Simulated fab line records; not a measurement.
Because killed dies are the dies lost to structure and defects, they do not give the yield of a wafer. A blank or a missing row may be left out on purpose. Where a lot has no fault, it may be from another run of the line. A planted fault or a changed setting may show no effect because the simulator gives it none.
Chamber matching | flow n5-finfet | N5_HKMG_FIN_ALD_75 on ald-hk-02 has 4 sister chambers
The step deposits Al2O3, target thk 1 nm, co reactant pulse time 1 s. 7 wafers are shown with their chamber, then 7 later ones without.

## WAFERS PAIRED WITH THEIR CHAMBERS
wafer  | chamber | heater-power-w (W) | precursor-pulse-height-rel
L082.3 | 2       | 140                | 1.002
L082.6 | 1       | 140                | 1.009
L085.1 | 0       | 181                | 0.995
L085.4 | 3       | 150                | 1.029
L085.6 | 2       | 141                | 0.975
L089.2 | 3       | 148                | 1.011
L089.3 | 0       | 180                | 0.989

## WAFERS WITH NO CHAMBER GIVEN
wafer  | heater-power-w (W) | precursor-pulse-height-rel
L089.6 | 141                | 1.008
L092.2 | 138                | 1.000
L092.4 | 142                | 0.982
L092.6 | 148                | 0.991
L094.2 | 147                | 0.977
L094.3 | 180                | 1.011
L094.5 | 153                | 0.997

## CHAMBER TAKEN BY EACH
wafer  | from the rows above     | in truth
L089.6 | can't be placed: 1 or 2 | 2
L092.2 | can't be placed: 1 or 2 | 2
L092.4 | can't be placed: 2 or 1 | 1
L092.6 | 3                       | 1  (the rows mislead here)
L094.2 | 3                       | 3
L094.3 | 0                       | 0
L094.5 | 3                       | 3
Correctly placed: 3 of 7. Can't be placed from these rows: 3 (the true chamber is among the candidates in 3). Wrongly placed: 1.
How it was worked out, from the rows above alone: a wafer's distance from a chamber is the root of the sum, over the readings, of the square of ((its reading less the chamber's mean) divided by the reading's scatter). The wafer belongs to the nearest chamber; if the next one is less than 2 further off, it can't be placed. For every chamber, the mean is computed from those of its wafers that are shown. The scatter: the root of (the sum of the squares of (reading less its chamber's mean) over the shown wafers, divided by (wafers less chambers)).
